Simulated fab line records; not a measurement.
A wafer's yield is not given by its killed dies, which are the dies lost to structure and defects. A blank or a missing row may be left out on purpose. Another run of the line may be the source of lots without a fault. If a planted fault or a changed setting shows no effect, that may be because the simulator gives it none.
fab line records	flow nandHarc
[record] lots = 5	wafers = 13	lastDay = 24
route steps=1159 shown P_M0@261 P_M1@285 END@1159
lots that met no fault: taken from a fault-free run of the same line
startH: the number of hours between the record's first day and the start of the first shown wafer of the lot	waitH: hours elapsed since this lot's preceding step	" unchanged from the row above	L1.1+2: one row covering several wafers at once	- either no value or no given start	* or withheld: withheld	< > ~ a bound
route shown NAME@n: names a module that has steps shown in the file, with the first one's number in the route	usual: average and standard deviation across the fault-free wafers	same: alike in all rows	chamber/n: place in a boat	sites: each site's reading	_std_site: how widely they spread, as a standard deviation	_edge_site: mean of outer sites minus mean of inner sites	radiusMm: for every site, how far away it sits from the centre of the wafer	mask NAME#n: copy n	behind: the most recent tool/chamber to have shaped the wafer	hold: what put the lot on hold/how long, in hours/how the hold closed	device: whichever transistor did not switch (one of n, p or np)	end of line: at the end of the route, the tests of the same wafers	step lacking rows: just its recipe	killed: count of dies lost to structure and defects at first sort (not the wafer's yield)	map: dies across one wafer; x = killed, . = not, _ = none there
set.NAME: the run value of the setting; set.NAME@STEP: its run value at that earlier step	model.NAME: the simulator's own value behind a step, which no gauge read
lots at selected steps of the route; one table per step, one row per wafer
services: a tool's chamber out of use, with start hour (startH, from the record's first day; less than 0 if before it), hours out, and reason
[[steps]]
[step NHARC_P_M0_PEB_07]
[recipe] pebTempC = 100	pebTimeS = 65
[step NHARC_P_M0_DEVELOP_08]
[recipe] developTimeS = 35	devTempC = 23
[step NHARC_P_M0_CD_MEAS_09]
[recipe] targetCdNm = 90	landingEnergyEv = 500
[usual] cdNm = 90.1/0.51
[same] landingEnergyEv = 500
lot.wafer	tool	chamber	startH	waitH	cdNm
L255.1	cdSem-03	0	127.32	-	89.8
L255.3	"	0	"	"	89.8
L255.5	"	0	"	"	90.0
L259.2	cdSem-02	0	137.76	-	88.9
L259.4	"	0	"	"	89.7
L259.5	"	0	"	"	90.2
L263.4	cdSem-02	0	173.19	-	90.6
L273.2	cdSem-01	0	244.99	-	91.2
L273.5	"	0	"	"	90.4
L273.6	"	0	"	"	90.5
L276.1	cdSem-01	0	245.61	-	89.4
L276.3	"	0	"	"	89.3
L276.4	"	0	"	"	89.3
[step NHARC_P_M0_OVL_MEAS_10]
[recipe] pitchNm = 180
[usual] overlayXNm = 0.0/0.7	overlayYNm = 0.2/0.75
lot.wafer	tool	chamber	startH	waitH	overlayXNm	overlayYNm
L255.1	overlay-02	-	127.41	-	-1.0	1.4
L255.3	"	-	"	"	-0.4	1.9
L255.5	"	-	"	"	-0.5	1.3
L259.2	overlay-01	-	137.85	-	-1.2	-0.5
L259.4	"	-	"	"	-0.8	-0.5
L259.5	"	-	"	"	-1.0	-0.5
L263.4	overlay-01	-	173.27	-	-0.4	0.2
L273.2	overlay-02	-	245.07	-	0.2	0.5
L273.5	"	-	"	"	0.2	0.5
L273.6	"	-	"	"	0.2	0.3
L276.1	overlay-01	-	245.70	-	1.2	-0.7
L276.3	"	-	"	"	0.3	-0.4
L276.4	"	-	"	"	1.2	-0.8
[step NHARC_P_M0_INSPECT_11]
[usual] rawDefectCount = 3.8/1.7
lot.wafer	tool	chamber	startH	waitH	rawDefectCount
L255.1	defectInspect-02	-	127.45	0.0	2
L255.3	"	-	"	"	3
L255.5	"	-	"	"	2
L259.2	defectInspect-02	-	137.88	0.0	3
L259.4	"	-	"	"	3
L259.5	"	-	"	"	3
L263.4	defectInspect-02	-	173.31	0.0	2
L273.2	defectInspect-01	-	245.11	0.0	5
L273.5	"	-	"	"	2
L273.6	"	-	"	"	0
L276.1	defectInspect-02	-	245.73	0.0	3
L276.3	"	-	"	"	2
L276.4	"	-	"	"	4
[step NHARC_P_M0_DESCUM_14]
[recipe] timeS = 3	o2FlowSccm = 200	arFlowSccm = 0	biasPowerW = 0	chemistry = O2
[usual] drypumpMotorCurrentA = 5.8/0.35	oesProductAu = 1.000/0.0066	rfVppV = 57.9/0.86	showerheadPlenumPTorr = 1.92/0.059	throttleValvePct = 11.312/0.0084
lot.wafer	tool	chamber	startH	waitH	drypumpMotorCurrentA	oesProductAu	rfHoursCounterH	rfVppV	showerheadPlenumPTorr	throttleValvePct
L255.1	rieDiel-04	3	127.52	0.1	5.5	1.000	0.3	58.2	1.92	11.309
L255.3	"	1	"	"	5.4	1.016	0.4	58.6	1.94	11.307
L255.5	"	3	"	"	5.5	1.007	-	58.1	1.92	11.311
L259.4	rieDiel-05	3	137.96	0.1	6.4	1.008	8.6	56.8	1.93	11.317
L259.2	"	0	"	"	6.0	1.002	10.1	58.8	1.96	11.304
L259.5	"	2	"	"	5.3	0.998	-	58.2	1.84	11.307
L263.4	rieDiel-05	0	173.38	0.1	6.0	0.997	0.0	57.2	1.96	11.314
L273.2	rieDiel-05	1	245.20	0.1	5.8	0.999	5.9	56.1	1.85	11.302
L273.6	"	2	"	"	5.2	1.003	-	59.0	1.83	11.323
L273.5	"	1	"	"	5.8	0.999	-	57.8	1.85	11.305
L276.4	rieDiel-04	3	245.79	0.1	5.5	1.003	8.9	57.4	1.91	11.313
L276.1	"	0	"	"	6.5	0.999	8.7	59.0	1.92	11.318
L276.3	"	1	"	"	5.3	1.009	8.3	58.0	1.94	11.315
[step NHARC_P_M0_ETCH_34]
[recipe] targetDepthA = 400	overetchA = 120	timeS = 43.94	ionEnergyEv = 200	n2FlowSccm = 150	h2FlowSccm = 150	arFlowSccm = 0	rfW = 400	biasW = 150	chemistry = N2/H2
[usual] drypumpMotorCurrentA = 5.8/0.35	n2FlowSccm = 150.0/0.43	oesProductAu = 1.000/0.0075	rfVppV = 430.6/1.9	showerheadPlenumPTorr = 2.04/0.065	throttleValvePct = 14.171/0.0092
lot.wafer	tool	chamber	startH	waitH	drypumpMotorCurrentA	n2FlowSccm	oesProductAu	rfHoursCounterH	rfVppV	showerheadPlenumPTorr	throttleValvePct
L255.1	rieDiel-04	2	127.60	0.1	5.8	149.4	1.002	0.4	432.1	2.07	14.170
L255.3	"	0	"	"	6.5	149.8	1.002	0.4	431.2	2.05	14.168
L255.5	"	1	"	"	5.4	149.5	1.004	-	430.9	2.07	14.178
L259.2	rieDiel-05	0	138.03	0.1	5.9	150.2	0.991	10.1	431.9	2.10	14.172
L259.4	"	1	"	"	5.8	150.2	0.982	9.6	427.3	1.98	14.183
L259.5	"	0	"	"	6.0	149.6	0.997	-	429.9	2.10	14.182
L263.4	rieDiel-05	3	173.45	0.1	6.4	149.5	0.997	0.1	430.5	2.06	14.163
L273.2	rieDiel-05	3	245.29	0.1	6.4	149.8	1.002	5.8	430.4	2.06	14.169
L273.5	"	1	"	"	5.8	149.8	0.997	-	429.2	1.97	14.178
L273.6	"	3	"	"	6.4	150.1	1.010	-	430.0	2.05	14.178
L276.4	rieDiel-04	3	245.88	0.1	5.5	150.0	0.995	8.9	430.7	2.04	14.185
L276.3	"	0	"	"	6.5	150.5	1.008	8.7	430.8	2.05	14.174
L276.1	"	2	"	"	5.8	150.4	1.003	8.4	431.4	2.07	14.175
[step NHARC_P_M0_ETCH_15]
[recipe] targetDepthA = 1500	overetchA = 150	timeS = 82.5	c4f8FlowSccm = withheld	arFlowSccm = 400	rfW = 600	biasW = 300	chemistry = C4F8/Ar
[step NHARC_P_M0_CD_MEAS_16]
[usual] cdNm = 89.9/0.61
lot.wafer	tool	chamber	startH	waitH	cdNm
L255.1	cdSem-02	-	127.81	-	90.1
L255.3	"	-	"	"	89.4
L255.5	"	-	"	"	90.1
L259.2	cdSem-02	-	138.25	-	90.0
L259.4	"	-	"	"	90.2
L259.5	"	-	"	"	90.5
L263.4	cdSem-03	-	173.69	-	90.4
L273.2	cdSem-03	-	245.52	-	90.7
L273.5	"	-	"	"	90.3
L273.6	"	-	"	"	90.2
L276.1	cdSem-02	-	246.09	-	89.7
L276.3	"	-	"	"	88.2
L276.4	"	-	"	"	89.3
[step NHARC_P_M0_STRIP_18]
[recipe] powerW = 1000	n2FlowSccm = 150	h2FlowSccm = 150	arFlowSccm = 0	biasW = 0	chemistry = N2/H2
[usual] drypumpMotorCurrentA = 5.8/0.37	n2FlowSccm = 150.0/0.46	oesProductAu = 1.000/0.0075	rfVppV = 90.8/0.95	showerheadPlenumPTorr = 2.05/0.06	throttleValvePct = 14.171/0.0091
lot.wafer	tool	chamber	startH	waitH	drypumpMotorCurrentA	n2FlowSccm	oesProductAu	rfHoursCounterH	rfVppV	showerheadPlenumPTorr	throttleValvePct
L255.1	rieDiel-05	3	127.88	0.1	6.4	150.3	1.000	8	91.2	2.06	14.173
L255.3	"	1	"	"	5.8	150.1	0.991	9	88.9	1.98	14.150
L255.5	"	0	"	"	6.0	150.1	0.996	-	90.0	2.10	14.175
L259.2	rieDiel-08	3	138.32	0.1	5.7	150.0	1.009	1	90.9	1.96	14.163
L259.4	"	0	"	"	5.6	149.8	0.990	1	90.9	2.01	14.175
L259.5	"	0	"	"	5.7	150.5	0.996	-	89.7	2.01	14.175
L263.4	rieDiel-08	2	173.75	0.1	5.8	150.2	1.003	3	92.5	2.20	14.184
L273.2	rieDiel-08	2	245.61	0.1	5.8	150.4	1.008	6	93.0	2.20	14.163
L273.5	"	1	"	"	5.9	149.9	1.003	-	90.3	2.05	14.161
L273.6	"	2	"	"	5.8	150.6	1.008	-	91.7	2.20	14.170
L276.1	rieDiel-04	3	246.19	0.1	5.5	149.7	0.999	9	90.6	2.04	14.166
L276.4	"	0	"	"	6.5	149.9	0.996	9	91.0	2.05	14.167
L276.3	"	1	"	"	5.4	149.5	0.997	8	91.6	2.07	14.171
[step NHARC_P_M0_STRIP_19]
[recipe] timeS = 600	tempC = 30	chemistry = postEtchResidueRemover
[step NHARC_P_M0_DEGAS_28]
[recipe] tempC = 250	timeS = 60
[step NHARC_P_M0_PRE_CLEAN_29]
[recipe] timeS = 30	tempC = 280	gas = H2/He
[usual] heaterPowerW = 414/46
lot.wafer	tool	chamber	startH	waitH	heaterPowerW
L255.3	pvdSputter-01	-	128.48	-	410
L255.1	"	-	"	"	460
L255.5	"	-	"	"	452
L259.4	pvdSputter-03	-	138.92	-	437
L259.2	"	-	"	"	487
L259.5	"	-	"	"	447
L263.4	pvdSputter-03	-	174.36	-	485
L273.2	pvdSputter-01	-	246.20	-	366
L273.6	"	-	"	"	444
L273.5	"	-	"	"	403
L276.1	pvdSputter-03	-	246.77	-	449
L276.4	"	-	"	"	483
L276.3	"	-	"	"	432
[step NHARC_P_M0_PVD_20]
[recipe] targetThkA = 50	biasV = 168.6	powerW = 15000	chamberPressurePa = 0.12	timeS = 8.06	substrateTempC = 50	material = TaN
[usual] chamberPressurePa = 0.11999/0.00024	throttleValvePct = 29.7/1
lot.wafer	tool	chamber	startH	waitH	chamberPressurePa	throttleValvePct
L255.3	pvdSputter-01	-	-	-	0.12014	28.9
L255.1	"	-	"	"	0.12026	30.4
L255.5	"	-	"	"	0.12004	30.0
L259.4	pvdSputter-03	-	-	-	0.12036	27.8
L259.2	"	-	"	"	0.12048	29.6
L259.5	"	-	"	"	0.11999	27.4
L263.4	pvdSputter-03	-	-	-	0.12015	28.0
L273.2	pvdSputter-01	-	-	-	0.11973	30.3
L273.5	"	-	"	"	0.1202	30.1
L273.6	"	-	"	"	0.12019	30.4
L276.3	pvdSputter-03	-	-	-	0.11981	29.5
L276.4	"	-	"	"	0.12019	28.0
L276.1	"	-	"	"	0.11979	29.4
[step NHARC_P_M0_PVD_21]
[recipe] targetThkA = 300	chamberPressurePa = 5	powerW = 5000	substrateTempC = 30	timeS = 20.49	material = Cu
[step NHARC_P_M0_ECD_22]
[recipe] targetThkA = 4000	bathTempC = 25	material = Cu
[step NHARC_P_M0_ANNEAL_30]
[recipe] tempC = 225	timeS = 90
[step NHARC_P_M0_CMP_23]
[recipe] tOverpolishS = 20	targetThkNm = 117.53
[step NHARC_P_M0_THK_MEAS_24]
[recipe] thkMeasGauge = xrf
[usual] thkNm = 117.6/1.5
lot.wafer	tool	chamber	startH	waitH	thkNm
L255.1	filmMetro-02	-	129.85	-	116.5
L255.3	"	-	"	"	116.8
L255.5	"	-	"	"	116.4
L259.2	filmMetro-01	-	140.35	-	117.1
L259.4	"	-	"	"	116.1
L259.5	"	-	"	"	119.3
L263.4	filmMetro-02	-	175.70	-	118.1
L273.2	filmMetro-01	-	247.55	-	115.1
L273.5	"	-	"	"	120.6
L273.6	"	-	"	"	115.2
L276.1	filmMetro-01	-	248.20	-	116.5
L276.3	"	-	"	"	117.2
L276.4	"	-	"	"	118.8
[step NHARC_P_M0_SRD_25]
[step NHARC_P_M0_PRE_CLEAN_31]
[recipe] timeS = 12	tempC = 370	rfPowerW = 300	gas = NH3
[step NHARC_P_M0_DEP_32]
[recipe] targetThkA = 300	tempC = 370	targetThkNm = 30	pressureTorr = 3	flowSccm = 200	rfW = 450	material = SiCN
[step NHARC_P_M1_DEP_00]
[recipe] targetThkA = 1825	targetThkNm = 182.5	tempC = withheld	pressureTorr = 5	flowSccm = 200	rfW = 600	material = SiOC
[step NHARC_P_M1_DEHYDRATE_01]
[recipe] tempC = 150	timeS = 120
[step NHARC_P_M1_HMDS_02]
[recipe] timeS = 30
[step NHARC_P_M1_COAT_34]
[recipe] tempC = 200	timeS = 65
[step NHARC_P_M1_COAT_03]
[recipe] spinRpm = 1500	resistThkNm = 90
[step NHARC_P_M1_SOFTBAKE_04]
[recipe] tempC = 105	timeS = 55
[step NHARC_P_M1_EBR_05]
[step NHARC_P_M1_EXPOSE_06]
[recipe] na = 1.35	targetCdNm = 130	doseMj = 81.88	maskId = P_M1
[step NHARC_P_M1_PEB_07]
[recipe] pebTempC = 100	pebTimeS = 65
[step NHARC_P_M1_DEVELOP_08]
[recipe] developTimeS = 35	devTempC = 23
[step NHARC_P_M1_CD_MEAS_09]
[recipe] targetCdNm = 130	landingEnergyEv = 500
[usual] cdNm = 130.0/0.43
[same] landingEnergyEv = 500
lot.wafer	tool	chamber	startH	waitH	cdNm
L255.1	cdSem-02	0	131.43	-	129.7
L255.3	"	0	"	"	129.8
L255.5	"	0	"	"	130.0
L259.2	cdSem-03	0	142.49	-	130.0
L259.4	"	0	"	"	129.2
L259.5	"	0	"	"	129.3
L263.4	cdSem-02	0	177.28	-	129.8
L273.2	cdSem-02	0	249.23	-	130.8
L273.5	"	0	"	"	130.1
L273.6	"	0	"	"	129.7
L276.1	cdSem-03	0	250.16	-	129.9
L276.3	"	0	"	"	129.6
L276.4	"	0	"	"	129.4
[step NHARC_P_M1_OVL_MEAS_10]
[recipe] pitchNm = 260
[usual] overlayXNm = 0.2/1.1	overlayYNm = 0.4/0.86
lot.wafer	tool	chamber	startH	waitH	overlayXNm	overlayYNm
L255.1	overlay-02	-	131.52	-	2.8	1.2
L255.3	"	-	"	"	2.5	0.6
L255.5	"	-	"	"	2.2	0.7
L259.2	overlay-02	-	142.58	-	-0.6	1.8
L259.4	"	-	"	"	-0.4	1.9
L259.5	"	-	"	"	-1.0	2.3
L263.4	overlay-01	-	177.36	-	0.1	-0.3
L273.2	overlay-02	-	249.32	-	1.7	0.6
L273.5	"	-	"	"	1.7	0.9
L273.6	"	-	"	"	1.2	0.7
L276.1	overlay-02	-	250.25	-	0.4	0.0
L276.3	"	-	"	"	-0.2	0.1
L276.4	"	-	"	"	0.1	0.4
[step NHARC_P_M1_DESCUM_14]
[recipe] timeS = 3	o2FlowSccm = 200	arFlowSccm = 0	biasPowerW = 0	chemistry = O2
[usual] drypumpMotorCurrentA = 5.7/0.48	oesProductAu = 0.998/0.0067	rfVppV = 57.7/0.93	showerheadPlenumPTorr = 1.93/0.084	throttleValvePct = 11.312/0.0088
lot.wafer	tool	chamber	startH	waitH	hold	drypumpMotorCurrentA	oesProductAu	rfHoursCounterH	rfVppV	showerheadPlenumPTorr	throttleValvePct
L255.1	rieDiel-11	2	131.62	0.1	-	6.3	0.992	3	58.1	1.84	11.295
L255.3	"	0	"	"	-	5.9	0.993	3	57.6	1.93	11.318
L255.5	"	2	"	"	-	6.3	0.995	-	56.1	1.84	11.322
L259.2	rieDiel-11	3	142.68	0.1	-	5.8	1.004	4	58.8	2.05	11.312
L259.4	"	1	"	"	-	5.0	0.985	4	58.4	2.01	11.311
L259.5	"	3	"	"	-	5.8	1.001	-	58.4	2.05	11.314
L263.4	rieDiel-09	3	180.06	2.5	awaitDispo/2.4h/release	5.9	0.998	5	58.9	1.97	11.312
L273.2	rieDiel-11	3	249.42	0.1	-	5.8	1.004	1	56.7	2.05	11.318
L273.5	"	3	"	"	-	5.8	0.997	-	58.3	2.05	11.318
L273.6	"	0	"	"	-	6.0	0.997	-	58.2	1.93	11.309
L276.4	rieDiel-11	2	250.35	0.1	-	6.3	0.999	2	57.3	1.84	11.303
L276.1	"	3	"	"	-	5.8	0.989	1	57.8	2.05	11.324
L276.3	"	1	"	"	-	5.0	0.989	2	56.6	2.01	11.322
[step NHARC_END_SORT_01]
[recipe] tempC = 25
[usual] defectLimitedYield = 95.3/1.7	killedAtArray = 28/12	killedAtOther = 0.8/1.1	killedAtPeriphery = 3.6/2.3	killedDies = 32/12	killedOpen = 3.4/1.9	killedShort = 2.0/1.3	sort_bin_2_pct = 1.4/0.61	sort_bin_3_pct = 0.26/0.22	sort_bin_4_pct = 3.0/1.2	sortNPass = 645/12	sortRimYieldPct = 95.8/2.9	sortYieldPct = 95.3/1.7
[same] grossDies = 677	sort_bin_5_pct[%] = 0	sort_bin_6_pct[%] = 0	sort_bin_7_pct[%] = 0	sort_bin_8_pct[%] = 0	sortRimNGross = 106.00
lot.wafer	tool	chamber	startH	waitH	defectLimitedYield[%]	killedAtArray	killedAtOther	killedAtPeriphery	killedDies	killedOpen	killedShort	sort_bin_2_pct[%]	sort_bin_3_pct[%]	sort_bin_4_pct[%]	sortNPass	sortRimYieldPct[%]	sortYieldPct[%]
L255.1	prober-01	0	448.73	2.5	96.8	21	0	1	22	2	2	1.6	0.15	1.5	655	97.2	96.8
L255.3	prober-01	0	450.34	3.1	96.6	22	0	1	23	1	3	0.6	0.30	2.5	654	98.1	96.6
L255.5	prober-01	0	451.96	3.7	97.6	16	0	0	16	2	0	0.7	0.30	1.3	661	100.0	97.6
L259.2	prober-01	0	457.36	2.8	96.8	21	0	1	22	3	4	0.7	0.30	2.2	655	95.3	96.8
L259.4	prober-01	0	458.94	3.4	96.8	20	0	2	22	1	1	1.3	0.15	1.8	655	92.5	96.8
L259.5	prober-01	0	459.74	3.7	95.7	26	0	3	29	5	3	1.3	0	3.0	648	94.3	95.7
L263.4	prober-02	0	492.90	3.4	97.0	9	1	10	20	3	1	0.4	0.15	2.4	657	94.3	97.0
L273.2	prober-01	0	574.89	2.8	94.5	23	2	12	37	8	0	1.6	0.30	3.5	640	94.3	94.5
L273.5	prober-01	0	577.31	3.7	96.6	17	0	6	23	8	2	1.6	0.15	1.6	654	96.2	96.6
L273.6	prober-01	0	578.11	4.0	96.6	20	2	1	23	2	4	1.2	0.30	1.9	654	98.1	96.6
L276.1	prober-02	0	577.41	2.5	92.6	43	1	6	50	7	0	1.9	0	5.5	627	97.2	92.6
L276.3	prober-02	0	579.03	3.1	93.8	38	1	3	42	2	1	1.8	0.15	4.3	635	95.3	93.8
L276.4	prober-02	0	579.84	3.4	93.8	40	1	1	42	6	2	2.7	0.15	3.4	635	97.2	93.8
// killed by level:class
L255.1 A_SLIT:chamberFilmFlake=9 A_CHANNEL_HOLE_D1:chamberFilmFlake=4 A_WL_FILL:chamberFilmFlake=2 A_CONTACT:chamberFilmFlake=2 P_CONTACT:geometricParticle:short=1 A_ONON_D1:geometricParticle:short=1 A_WL_FILL:geometricParticle:open=1 A_BLC:geometricParticle:open=1
L255.3 A_SLIT:chamberFilmFlake=10 A_CHANNEL_HOLE_D1:chamberFilmFlake=3 A_WL_FILL:geometricParticle:short=2 A_CONTACT:chamberFilmFlake=2 A_SOURCE_PLATE:geometricParticle:open=1 A_ONON_D1:geometricParticle:short=1 P_M2:chamberFilmFlake=1 A_CHANNEL_FILL_D1:chamberFilmFlake=1
L255.5 A_SLIT:chamberFilmFlake=8 A_CONTACT:geometricParticle:open=2 A_CHANNEL_HOLE_D1:chamberFilmFlake=2 A_WL_FILL:chamberFilmFlake=2 A_STAIRCASE:chamberFilmFlake=1 A_CONTACT:chamberFilmFlake=1
L259.2 A_CHANNEL_HOLE_D1:chamberFilmFlake=12 A_CONTACT:chamberFilmFlake=2 P_M0:geometricParticle:short=1 A_CHANNEL_HOLE_D1:geometricParticle:short=1 A_CHANNEL_FILL_D1:geometricParticle:open=1 A_CONTACT:geometricParticle:short=1 A_CONTACT:geometricParticle:open=1 A_M0:geometricParticle:short=1
L259.4 A_CHANNEL_HOLE_D1:chamberFilmFlake=12 A_STAIRCASE:chamberFilmFlake=5 A_CONTACT:chamberFilmFlake=3 P_CONTACT:geometricParticle:short=1 P_M0:geometricParticle:open=1
L259.5 A_CHANNEL_HOLE_D1:chamberFilmFlake=14 A_CONTACT:chamberFilmFlake=4 A_CONTACT:geometricParticle:open=3 A_ONON_D1:geometricParticle:short=2 P_GATE:geometricParticle:short=1 A_WL_FILL:geometricParticle:open=1 A_M0:geometricParticle:open=1 P_STI:chamberFilmFlake=1
L263.4 P_M0:unspecified=6 A_CHANNEL_HOLE_D1:chamberFilmFlake=4 A_WL_FILL:geometricParticle:open=2 P_M0:chamberFilmFlake=2 A_STAIRCASE:chamberFilmFlake=2 P_M1:geometricParticle:open=1 A_WL_FILL:geometricParticle:short=1 P_ZERO_WELL:chamberFilmFlake=1
L273.2 A_CHANNEL_HOLE_D1:chamberFilmFlake=7 A_STAIRCASE:chamberFilmFlake=6 P_M2:chamberFilmFlake=5 P_CONTACT:geometricParticle:open=3 P_STI:chamberFilmFlake=3 A_CONTACT:geometricParticle:open=2 A_ZERO_WELL:chamberFilmFlake=2 A_SLIT:chamberFilmFlake=2
L273.5 A_CHANNEL_HOLE_D1:chamberFilmFlake=4 P_M2:chamberFilmFlake=3 A_CHANNEL_FILL_D1:geometricParticle:short=2 A_CONTACT:geometricParticle:open=2 P_M0:geometricParticle:open=1 P_M2:geometricParticle:open=1 A_ONON_D1:geometricParticle:open=1 A_CHANNEL_FILL_D1:geometricParticle:open=1
L276.1 A_SLIT:chamberFilmFlake=21 A_CHANNEL_HOLE_D1:chamberFilmFlake=8 A_STAIRCASE:chamberFilmFlake=7 A_CONTACT:chamberFilmFlake=3 P_M2:chamberFilmFlake=2 P_GATE:geometricParticle:open=1 P_M0:geometricParticle:open=1 P_M1:geometricParticle:open=1
L273.6 A_CHANNEL_HOLE_D1:chamberFilmFlake=5 A_STAIRCASE:chamberFilmFlake=3 A_WL_FILL:geometricParticle:short=2 A_ZERO_WELL:chamberFilmFlake=2 A_M0:chamberFilmFlake=2 THIN_TSV:chamberFilmFlake=2 A_ONON_D1:geometricParticle:open=1 A_CHANNEL_FILL_D1:geometricParticle:short=1
L276.3 A_SLIT:chamberFilmFlake=17 A_CHANNEL_HOLE_D1:chamberFilmFlake=10 A_STAIRCASE:chamberFilmFlake=5 P_M2:chamberFilmFlake=2 A_WL_FILL:chamberFilmFlake=2 P_GATE:geometricParticle:open=1 A_SOURCE_PLATE:geometricParticle:open=1 A_ONON_D1:geometricParticle:short=1
L276.4 A_SLIT:chamberFilmFlake=18 A_CHANNEL_HOLE_D1:chamberFilmFlake=8 A_STAIRCASE:chamberFilmFlake=4 A_CONTACT:geometricParticle:open=2 A_CONTACT:chamberFilmFlake=2 A_SGD_CUT:geometricParticle:open=1 A_WL_FILL:geometricParticle:short=1 A_WL_FILL:geometricParticle:open=1
[[services]]
tool	chamber	startH	hours	kind
rieDiel-04	-	111.94	9.0	pm
rieDiel-05	0	118.24	-	clean
rieDiel-05	1	118.24	-	clean
rieDiel-05	2	118.24	-	clean
rieDiel-05	3	118.24	-	clean
rieDiel-09	3	122.97	5.7	repair
rieDiel-08	-	124.80	9.0	pm
pvdSputter-01	-	129.11	5.5	repair
rieDiel-05	0	142.97	-	clean
rieDiel-05	1	142.97	-	clean
rieDiel-05	2	142.97	-	clean
pvdSputter-01	-	158.02	10.0	pm
rieDiel-05	-	163.74	9.0	pm
rieDiel-11	-	164.47	1.6	repair
rieDiel-11	0	169.64	10.9	repair
pvdSputter-01	-	183.89	9.4	repair
rieDiel-08	3	184.93	4.5	repair
rieDiel-11	-	189.55	9.0	pm
rieDiel-08	3	206.54	9.9	repair
pvdSputter-03	-	218.39	12.4	repair
rieDiel-05	0	225.50	20.3	repair
rieDiel-08	1	229.54	2.8	repair
rieDiel-11	1	235.34	6.8	repair
rieDiel-11	-	245.32	0.3	repair
[[key]]
[firstSign] step = NHARC_END_SORT_01	reading = killedAtPeriphery	direction = up	sigmas = 2.7	usual = 3.6	struck = 10
effect none on later readings
metAt NHARC_P_M0_PRE_CLEAN_29
struckWafers L263.4
onsetBetween 138.92 174.36
[fault] kind = chamberParticleSource	tool = pvdSputter-03	chamber = -	onsetH = 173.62	steps = NHARC_P_M0_PRE_CLEAN_29	ratePerVisitCm2 = 0.013443	endH = 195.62	scope = struckWafersOnly
